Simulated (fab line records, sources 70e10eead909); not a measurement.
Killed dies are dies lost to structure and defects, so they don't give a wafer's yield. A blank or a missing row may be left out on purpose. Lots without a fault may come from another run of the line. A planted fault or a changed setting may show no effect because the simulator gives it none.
Chamber matching | flow nand_harc | NHARC_A_M1_ETCH_28 on rie_diel-09: 4 sister chambers
The step etches the open film in CF4/N2, target depth 30 nm, time 72.99 s. 4 wafers are shown with their chamber, then 7 later ones without.

WAFERS WITH THEIR CHAMBER
wafer  | chamber | drypump_motor_current_A (A)
L916.3 | 3       | 5.0
L916.4 | 2       | 5.7
L920.4 | 0       | 5.5
L920.5 | 1       | 5.7

WAFERS WITHOUT THEIR CHAMBER
wafer  | drypump_motor_current_A (A)
L920.6 | 5.7
L931.3 | 5.1
L931.4 | 5.8
L931.5 | 5.8
L932.4 | 5.7
L932.5 | 5.8
L932.6 | 5.7

WHICH CHAMBER EACH WENT THROUGH
wafer  | from the rows above     | in truth
L920.6 | can't be placed: 1 or 2 | 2
L931.3 | 3                       | 3
L931.4 | can't be placed: 1 or 2 | 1
L931.5 | can't be placed: 1 or 2 | 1
L932.4 | can't be placed: 1 or 2 | 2
L932.5 | can't be placed: 1 or 2 | 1
L932.6 | can't be placed: 1 or 2 | 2
Placed correctly: 1 of 7. Can't be placed from these rows: 6 (the true chamber is among the candidates in 6). Placed wrongly: 0.
How it was worked out, from the rows above alone: a wafer's distance from a chamber is the root of the sum, over the readings, of the square of ((its reading less the chamber's mean) divided by the reading's scatter). The wafer belongs to the nearest chamber; if the next one is less than 2 further off, it can't be placed. A chamber's mean is the mean of its shown wafers. The scatter: with one shown wafer a chamber, the root of the mean of the squares of how far each hidden wafer lies from its nearest shown one.
